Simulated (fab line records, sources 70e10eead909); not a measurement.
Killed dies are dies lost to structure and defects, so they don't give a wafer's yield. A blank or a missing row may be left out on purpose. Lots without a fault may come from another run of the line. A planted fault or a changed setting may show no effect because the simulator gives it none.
fab line records | flow nand_harc
record lots=6 wafers=18 last_day=33
route steps=1302 shown A_M1@1180
lots that met no fault: from a run of the same line without faults
start_h: hours from the record's first day to the start of the lot's first wafer shown | wait_h: hours since the lot's step before | " the same as in the row above | L1.1+2: a row that stands for several wafers | - no value, or no start given | * or withheld: withheld | < > ~ a bound
route shown NAME@n: a module of which the file shows steps, and the number in the route of the first | usual: mean/standard deviation of fault-free wafers | same: alike in all rows | chamber/n: place in a boat | sites: the reading at each site | _std_site: their standard deviation | _edge_site: outer sites' mean less inner sites' | radius_mm: how far each site lies from the wafer's centre | mask NAME#n: copy n | behind: the tool/chamber that last shaped the wafer | hold: why the lot was held/for how many hours/how that ended | device: the transistor (n, p or np) that didn't switch | end of line: the same wafers' tests at the end of the route | a step without rows: its recipe alone | killed: dies lost to structure and defects at the first sort, not the wafer's yield | map: a wafer's dies, x killed, . not, _ none there
set.NAME: the setting as run; set.NAME@STEP: as run at that earlier step | model.NAME: the simulator's own value behind a step, which no gauge read
lots at some steps of the route; a table a step, a row a wafer
services: from which hour (start_h, from the record's first day; less than 0 if before it) a tool's chamber was out of use, for how many hours, and why
## steps
# step NHARC_A_M1_OVL_MEAS_10
# recipe pitch_nm=240
# usual overlay_x_nm=0.0/0.75 overlay_y_nm=-0.1/0.83
# columns lot.wafer tool chamber start_h wait_h overlay_x_nm overlay_y_nm
L122.2 overlay-02 - 561.39 - -0.7 1.1
L122.5 " - " " -0.9 1.2
L122.6 " - " " -0.3 1.3
L127.2 overlay-01 - 605.22 - 0.4 -0.8
L127.3 " - " " -0.5 -0.5
L127.5 " - " " -0.1 -0.8
L128.2 overlay-02 - 638.83 - -0.6 -0.8
L128.3 " - " " -1.4 -0.6
L128.5 " - " " -0.7 -1.1
L130.3 overlay-02 - 644.02 - -0.8 0.4
L130.4 " - " " -0.3 0.0
L130.5 " - " " 0.1 0.2
L140.1 overlay-02 - 724.44 - 0.2 0.1
L140.5 " - " " -0.3 0.3
L140.6 " - " " -0.2 -0.4
L141.1 overlay-02 - 741.30 - -0.3 1.2
L141.2 " - " " -0.5 1.3
L141.3 " - " " -0.3 1.4
# step NHARC_A_M1_INSPECT_11
# usual raw_defect_count=88/39
# columns lot.wafer tool chamber start_h wait_h raw_defect_count
L122.2 defect_inspect-01 - 561.42 0.0 117
L122.5 " - " " 118
L122.6 " - " " 100
L127.2 defect_inspect-02 - 605.26 0.0 77
L127.3 " - " " 61
L127.5 " - " " 64
L128.2 defect_inspect-01 - 638.86 0.0 63
L128.3 " - " " 94
L128.5 " - " " 80
L130.3 defect_inspect-01 - 644.06 0.0 66
L130.4 " - " " 62
L130.5 " - " " 81
L140.1 defect_inspect-01 - 724.48 0.0 36
L140.5 " - " " 27
L140.6 " - " " 32
L141.1 defect_inspect-02 - 741.34 0.0 72
L141.2 " - " " 85
L141.3 " - " " 78
# step NHARC_A_M1_DESCUM_14
# recipe time_s=3 o2_flow_sccm=200 ar_flow_sccm=0 bias_power_w=0 chemistry=O2
# usual drypump_motor_current_A=5.8/0.48 oes_product_au=1.003/0.012 rf_vpp_V=57.9/0.77 showerhead_plenum_p_Torr=1.94/0.059 throttle_valve_pct=11.312/0.0087
# columns lot.wafer tool chamber start_h wait_h drypump_motor_current_A oes_product_au rf_hours_counter_h rf_vpp_V showerhead_plenum_p_Torr throttle_valve_pct
L122.2 rie_diel-06 1 561.51 0.1 5.1 0.989 4.0 57.7 1.91 11.304
L122.6 " 2 " " 5.7 1.013 - 57.7 2.00 11.306
L122.5 " 3 " " 6.5 1.014 - 58.4 1.87 11.316
L127.2 rie_diel-01 0 605.33 0.1 5.5 1.008 1.0 56.7 1.78 11.308
L127.3 " 1 " " 6.1 1.014 1.0 58.1 1.96 11.308
L127.5 " 0 " " 5.4 1.008 - 58.8 1.78 11.324
L128.3 rie_diel-06 0 638.94 0.1 5.7 1.012 8.4 58.2 1.96 11.310
L128.2 " 1 " " 5.1 0.979 8.1 57.6 1.91 11.314
L128.5 " 2 " " 5.7 0.986 - 58.4 2.00 11.314
L130.4 rie_diel-06 2 644.12 0.1 5.7 0.989 8.2 57.1 2.00 11.328
L130.3 " 3 " " 6.5 1.025 8.5 58.0 1.87 11.312
L130.5 " 3 " " 6.5 1.021 - 57.6 1.87 11.320
L140.1 rie_diel-01 0 724.56 0.1 5.5 1.018 3.5 58.1 1.78 11.309
L140.6 " 2 " " 5.8 1.008 - 58.7 1.96 11.305
L140.5 " 3 " " 5.4 0.996 - 58.4 1.91 11.299
L141.3 rie_diel-06 0 741.40 0.1 5.7 1.011 3.9 57.2 1.96 11.298
L141.1 " 1 " " 5.1 0.999 4.3 59.4 1.91 11.305
L141.2 " 3 " " 6.5 1.010 4.5 57.5 1.87 11.299
# step NHARC_A_M1_ETCH_35
# recipe target_depth_a=400 overetch_a=120 time_s=43.94 ion_energy_ev=200 n2_flow_sccm=150 h2_flow_sccm=150 ar_flow_sccm=0 rf_w=400 bias_w=150 chemistry=N2/H2
# step NHARC_A_M1_ETCH_15
# recipe target_depth_a=1825 time_s=91.2 c4f8_flow_sccm=withheld ar_flow_sccm=400 rf_w=600 bias_w=300 chemistry=C4F8/Ar
# usual oes_product_au=0.965/0.019 rf_vpp_V=441.7/2.1
# columns lot.wafer tool chamber start_h wait_h oes_product_au rf_hours_counter_h rf_vpp_V
L122.2 rie_diel-06 3 - - 0.978 4.2 438.9
L122.5 " 2 " " 0.963 - 443.6
L122.6 " 3 " " 0.972 - 440.5
L127.3 rie_diel-01 1 - - 0.981 1.0 441.5
L127.2 " 2 " " 0.979 1.0 442.0
L127.5 " 0 " " 0.957 - 436.4
L128.3 rie_diel-06 3 - - 0.980 8.4 440.9
L128.2 " 0 " " 0.994 8.5 442.0
L128.5 " 3 " " 0.989 - 440.2
L130.3 rie_diel-06 1 - - 0.955 8.4 441.5
L130.4 " 2 " " 0.935 8.3 444.7
L130.5 " 2 " " 0.959 - 443.6
L140.1 rie_diel-01 0 - - 0.985 3.6 437.0
L140.6 " 0 " " 0.988 - 437.5
L140.5 " 1 " " 0.981 - 442.6
L141.1 rie_diel-06 3 - - 0.936 4.6 439.7
L141.3 " 0 " " 0.926 4.0 443.7
L141.2 " 2 " " 0.938 4.9 443.5
# step NHARC_A_M1_CD_MEAS_16
# usual cd_nm=119.8/1.1
# columns lot.wafer tool chamber start_h wait_h cd_nm
L122.2 cd_sem-03 - 561.79 - 120.0
L122.5 " - " " 119.0
L122.6 " - " " 121.4
L127.2 cd_sem-02 - 605.63 - 120.9
L127.3 " - " " 119.4
L127.5 " - " " 121.2
L128.2 cd_sem-03 - 639.23 - 119.9
L128.3 " - " " 121.1
L128.5 " - " " 121.3
L130.3 cd_sem-03 - 644.43 - 118.6
L130.4 " - " " 119.9
L130.5 " - " " 118.8
L140.1 cd_sem-03 - 724.84 - 121.8
L140.5 " - " " 119.7
L140.6 " - " " 119.9
L141.1 cd_sem-03 - 741.70 - 121.5
L141.2 " - " " 120.4
L141.3 " - " " 118.8
# step NHARC_A_M1_STRIP_18
# recipe power_w=1000 n2_flow_sccm=150 h2_flow_sccm=150 ar_flow_sccm=0 bias_w=0 chemistry=N2/H2
# usual drypump_motor_current_A=5.7/0.43 oes_product_au=1.001/0.012 power_w=1001/3 rf_vpp_V=90.9/0.99 showerhead_plenum_p_Torr=2.08/0.074 throttle_valve_pct=14.172/0.0096
# columns lot.wafer tool chamber start_h wait_h drypump_motor_current_A oes_product_au power_w rf_hours_counter_h rf_vpp_V showerhead_plenum_p_Torr throttle_valve_pct
L122.2 rie_diel-06 0 561.91 0.1 5.6 1.000 1004 4.1 91.8 2.10 14.179
L122.5 " 2 " " 5.7 0.997 1001 - 90.9 2.14 14.174
L122.6 " 3 " " 6.6 1.009 998 - 89.7 2.00 14.174
L127.3 rie_diel-06 1 605.70 0.1 5.1 0.985 1009 7.0 91.1 2.04 14.168
L127.2 " 2 " " 5.7 0.997 1001 6.8 90.5 2.14 14.167
L127.5 " 1 " " 5.1 0.980 1004 - 91.4 2.04 14.162
L128.3 rie_diel-06 0 639.30 0.1 5.7 1.020 998 8.5 90.4 2.10 14.178
L128.2 " 1 " " 5.1 0.993 1001 8.1 90.1 2.04 14.174
L128.5 " 1 " " 5.1 0.989 1000 - 91.2 2.04 14.176
L130.4 rie_diel-01 3 644.53 0.1 5.4 0.998 1008 1.4 89.2 2.04 14.156
L130.3 " 0 " " 5.4 1.012 1003 1.7 90.1 1.90 14.172
L130.5 " 3 " " 5.4 1.000 1010 - 91.4 2.04 14.162
L140.1 rie_diel-09 2 724.97 0.1 5.1 0.995 999 3.4 88.3 2.04 14.173
L140.6 " 0 " " 5.7 0.979 998 - 91.9 2.19 14.174
L140.5 " 1 " " 5.4 0.994 1000 - 91.9 2.16 14.163
L141.1 rie_diel-09 2 741.77 0.1 5.1 0.998 1002 3.9 91.1 2.04 14.176
L141.3 " 3 " " 6.2 0.985 1004 4.1 89.7 2.11 14.176
L141.2 " 1 " " 5.4 0.987 999 3.9 89.5 2.16 14.177
# step NHARC_A_M1_ETCH_28
# recipe target_depth_a=300 over_etch_frac=0.3 time_s=72.99 ion_energy_ev=150 cf4_flow_sccm=50 n2_flow_sccm=100 ar_flow_sccm=150 rf_w=300 bias_w=100 chemistry=CF4/N2
# step NHARC_A_M1_STRIP_19
# recipe time_s=600 temp_c=30 chemistry=post_etch_residue_remover
# step NHARC_A_M1_DEGAS_29
# recipe temp_c=250 time_s=60
# usual heater_power_w=321/24 susceptor_temp_C=249.97/0.18
# columns lot.wafer tool chamber start_h wait_h heater_power_w susceptor_temp_C
L122.2 pvd_sputter-01 - 562.51 - 324 250.02
L122.5 " - " " 337 250.17
L122.6 " - " " 321 250.00
L127.3 pvd_sputter-03 - 606.34 - 321 249.94
L127.2 " - " " 289 249.85
L127.5 " - " " 317 250.21
L128.2 pvd_sputter-01 - 639.96 - 316 250.01
L128.3 " - " " 285 250.01
L128.5 " - " " 328 250.00
L130.4 pvd_sputter-01 - 645.18 - 289 -
L130.3 " - " " 322 -
L130.5 " - " " 292 -
L140.1 pvd_sputter-03 - 725.58 - 327 250.06
L140.6 " - " " 308 249.90
L140.5 " - " " 311 249.91
L141.1 pvd_sputter-03 - 742.47 - 295 249.86
L141.3 " - " " 304 250.00
L141.2 " - " " 314 249.62
# step NHARC_A_M1_PRE_CLEAN_30
# recipe time_s=30 temp_c=280 gas=H2/He
# usual heater_power_w=394/31 susceptor_temp_C=279.99/0.16
# columns lot.wafer tool chamber start_h wait_h heater_power_w susceptor_temp_C
L122.2 pvd_sputter-01 - - - 411 280.27
L122.6 " - " " 395 279.85
L122.5 " - " " 381 279.87
L127.3 pvd_sputter-03 - - - 387 -
L127.2 " - " " 354 -
L127.5 " - " " 349 -
L128.2 pvd_sputter-01 - - - 391 280.14
L128.3 " - " " 425 280.17
L128.5 " - " " 386 279.97
L130.3 pvd_sputter-01 - - - 391 279.97
L130.4 " - " " 361 279.58
L130.5 " - " " 402 280.38
L140.1 pvd_sputter-03 - - - 407 279.93
L140.6 " - " " 371 280.26
L140.5 " - " " 386 280.19
L141.3 pvd_sputter-03 - - - 359 279.86
L141.1 " - " " 403 279.98
L141.2 " - " " 382 279.71
# step NHARC_A_M1_PVD_20
# recipe target_thk_a=50 bias_v=168.6 power_w=15000 chamber_pressure_pa=0.12 time_s=8.06 substrate_temp_c=50 material=TaN
# step NHARC_A_M1_PVD_21
# recipe target_thk_a=300 chamber_pressure_pa=5 power_w=5000 substrate_temp_c=30 time_s=20.49 material=Cu
# usual cathode_dc_power_W=5000.0/0.85 chamber_pressure_pa=5.000/0.011 throttle_valve_pct=29.6/0.9
# columns lot.wafer tool chamber start_h wait_h cathode_dc_power_W chamber_pressure_pa throttle_valve_pct
L122.2 pvd_sputter-01 - 562.74 - 4999.9 4.998 30.0
L122.6 " - " " 5000.8 4.999 29.5
L122.5 " - " " 5001.8 5.016 29.9
L127.3 pvd_sputter-03 - 606.56 - 5000.3 5.012 30.1
L127.2 " - " " 4998.2 5.006 29.3
L127.5 " - " " 4999.8 5.003 30.1
L128.3 pvd_sputter-01 - 640.19 - - - -
L128.2 " - " " - - -
L128.5 " - " " - - -
L130.4 pvd_sputter-01 - 645.41 - - - -
L130.3 " - " " - - -
L130.5 " - " " - - -
L140.1 pvd_sputter-03 - 725.80 - 4998.0 4.997 30.1
L140.5 " - " " 4998.8 5.010 29.3
L140.6 " - " " 4999.5 4.986 29.8
L141.2 pvd_sputter-03 - 742.71 - 5000.3 4.986 29.5
L141.3 " - " " 4999.0 5.011 29.7
L141.1 " - " " 5000.6 5.010 30.7
# step NHARC_A_M1_ECD_22
# recipe target_thk_a=4000 bath_temp_c=25 material=Cu
## services
# columns tool chamber start_h hours kind
rie_diel-01 0 539.28 3.0 repair
rie_diel-06 0 542.45 - clean
rie_diel-06 1 542.45 - clean
rie_diel-06 2 542.45 - clean
pvd_sputter-03 - 551.68 0.6 repair
rie_diel-01 - 557.82 9.0 pm
pvd_sputter-03 - 558.85 0.9 repair
pvd_sputter-03 - 562.84 2.1 repair
pvd_sputter-03 - 571.23 4.5 repair
pvd_sputter-01 - 585.81 10.0 pm
rie_diel-06 1 600.42 3.5 repair
rie_diel-01 2 607.39 15.4 repair
rie_diel-01 3 621.53 10.6 repair
pvd_sputter-03 - 628.77 1.0 repair
rie_diel-09 2 639.37 20.3 repair
pvd_sputter-01 - 657.84 2.3 repair
rie_diel-06 - 661.42 9.0 pm
rie_diel-09 - 674.11 9.0 pm
pvd_sputter-01 - 674.27 1.3 repair
rie_diel-01 - 676.24 4.4 repair
rie_diel-09 - 703.33 0.5 repair
pvd_sputter-03 - 704.01 10.0 pm
rie_diel-01 - 734.82 9.0 pm
rie_diel-09 0 740.32 7.1 repair
## key
first_sign step=NHARC_A_M1_PVD_21 reading=tool_record direction=missing
effect none on later readings
met_at NHARC_A_M1_PVD_21
struck_wafers L128.2,L128.3,L128.5,L130.3,L130.4,L130.5
later_rows_left_out L128.2,L128.3,L128.5,L130.3,L130.4,L130.5
sort_left_out L128.2,L128.3,L128.5,L130.3,L130.4,L130.5
onset_between 562.74 640.19
fault kind=skipped_step_whole tool=pvd_sputter-01 chamber=- onset_h=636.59 steps=NHARC_A_M1_PVD_21 scope=struck_lots_only
# sort_left_out: the simulated sort isn't trusted on such a fault, so these wafers' sort isn't shown, and their yield isn't known
# later_rows_left_out: the simulator's readings of these wafers behind a module that went badly wrong aren't trusted and aren't shown, but for the sort
